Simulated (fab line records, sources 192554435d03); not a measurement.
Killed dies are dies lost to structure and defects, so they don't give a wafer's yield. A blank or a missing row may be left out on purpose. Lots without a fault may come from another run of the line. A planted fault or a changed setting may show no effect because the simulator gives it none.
A struck lot beside a sound one | flow n5_finfet | 14 steps out of a route of 1938
Sound: wafers L296.1, L296.2, L296.3. Struck: wafers L306.2, L306.4, L306.5. The cause comes at the end.
At each step with rows: each side's tool, then ch and its chambers, then its first start. Under that, the readings that differ: sound wafers | struck wafers | difference of the means | sigmas: that difference in standard deviations of wafers without a fault.
alike: readings whose means differ by less than 2 such deviations, and words and numbers that are the same on both sides. not compared: withheld readings, readings that some wafer has no value for, bounds like >300 that may hide the same value, and numbers for which the record gives no deviation and whose values overlap.
The two part at a step that has a row with sigmas, a row that says differs or no value, or rows on one side only. Numbers that don't overlap but have no deviation are shown without sigmas and don't part them. A reading that every wafer of one side lacks parts them only if that side has two wafers or more.

first, 1 step without rows for these wafers: N5_HKMG_FIN_ALD_72 (deposits W, target thk 2 nm, pulse time 1 s, purge time 2 s).
N5_HKMG_FIN_W_FILL_22: material W, target thk 60 nm, time 18.2 s.
  sound on cvd_w-02 ch 0,1, day 5 22:58; struck on cvd_w-01 ch 1, day 8 11:08
  reading                | sound          | struck         | difference | sigmas
  heater_power_w (W)     | 841 798 804    | 1004 1020 1007 | +196       | +2
  throttle_valve_pct (%) | 18.8 19.0 19.1 | 20.3 20.2 20.1 | +1.2       | +2
  alike: susceptor_temp_C
then, 3 steps without rows for these wafers: N5_HKMG_FIN_PRECLEAN_83 (cleans in DIW, time 57.5 s); N5_HKMG_FIN_SRD_84 (dry time 32 s); N5_HKMG_FIN_CMP_23 (polishes, stops on SiNx, t overpolish 10 s, target thk 46.326 nm).
N5_HKMG_FIN_CMP_94: polishes, stops on SiNx, t overpolish 4.7 s, target thk 43.299 nm.
  sound on cmp-03 ch 0,1,3, day 5 23:33; struck on cmp-03 ch 2,3, day 8 11:44
  alike: motor_current_A
N5_HKMG_FIN_INSPECT_28: inspects for defects (darkfield).
  sound on defect_inspect-02, day 5 23:47; struck on defect_inspect-01, day 8 11:58
  alike: raw_defect_count
then, 1 step without rows for these wafers: N5_GATE_CUT_ETCHBACK_00 (etches W in SF6/Cl2).
N5_GATE_CUT_ETCH_56: etches TiN in Cl2/Ar, target depth 21.6 nm.
  sound on rie_metal-01 ch 0,1, day 5 23:56; struck on rie_metal-02 ch 1, day 8 12:16
  reading                     | sound       | struck      | difference | sigmas
  drypump_motor_current_A (A) | 4.7 6.0 4.7 | 6.5 6.5 6.5 | +1.4       | +2
  alike: bias_w, oes_product_au, throttle_valve_pct
  not compared: rf_hours_counter_h
N5_GATE_CUT_ETCHBACK_30: etches TiN in Cl2/Ar, target depth 3 nm.
  sound on rie_metal-01 ch 0,1, day 6 00:02; struck on rie_metal-02 ch 1, day 8 12:26
  reading                     | sound       | struck      | difference | sigmas
  drypump_motor_current_A (A) | 4.7 6.0 4.7 | 6.6 6.5 6.6 | +1.4       | +2
  alike: oes_product_au, throttle_valve_pct
  not compared: rf_hours_counter_h
N5_GATE_CUT_VAPOR_ETCH_60: etches HfO2 in BCl3/Cl2.
  sound on rie_metal-01 ch 0,1, day 6 00:04; struck on rie_metal-02 ch 1, day 8 12:29
  reading                     | sound       | struck      | difference | sigmas
  drypump_motor_current_A (A) | 4.8 6.0 4.7 | 6.6 6.6 6.6 | +1.4       | +2
  alike: oes_product_au
N5_GATE_CUT_ETCH_58: etches SiNx in CH3F/O2, target depth 17 nm, time 128.6 s.
  sound on rie_diel-03 ch 1,2,3, day 6 00:19; struck on rie_diel-03 ch 0,3, day 8 12:35
  reading                  | sound             | struck            | difference | sigmas
  bias_w (W)               | 21.10 20.94 20.95 | 16.47 16.48 16.52 | -4.51      | -68
  rf_vpp_V (V)             | 97.8 99.2 99.6    | 85.4 85.6 85.3    | -13.4      | -15
  model.etch.depth_nm (nm) | 16.95 17.93 16.84 | 16.09 15.35 15.28 | -1.67      |
  alike: drypump_motor_current_A, oes_product_au, showerhead_plenum_p_Torr, throttle_valve_pct
  not compared: rf_hours_counter_h, model.SiNx_of_SDB_ALD_29.thk_nm
then, 1 step without rows for these wafers: N5_GATE_CUT_STRIP_59 (strips in N2/H2, time 20 s).
-- the record jumps here: 4 days lie between the struck wafers' starts before and after (it left off in module GATE_CUT and takes up again in module BEOL_M4, whose first step shown is number 1111 of the route) --
N5_BEOL_M4_RC_MEAS_101:
  sound on prober-01 ch 0, day 10 03:07; struck on prober-02 ch 0, day 12 07:10
  alike: DIBL_N, DIBL_P, IOFF_N, IOFF_P, ION_N, ION_P, SS_N, SS_P, VT_N, VT_P

WHERE THEY PART
First at N5_HKMG_FIN_W_FILL_22; last, within this record, at N5_GATE_CUT_ETCH_58. Later steps at which nothing parts them and some readings are alike: N5_BEOL_M4_RC_MEAS_101.

WHY: what the simulator had put in
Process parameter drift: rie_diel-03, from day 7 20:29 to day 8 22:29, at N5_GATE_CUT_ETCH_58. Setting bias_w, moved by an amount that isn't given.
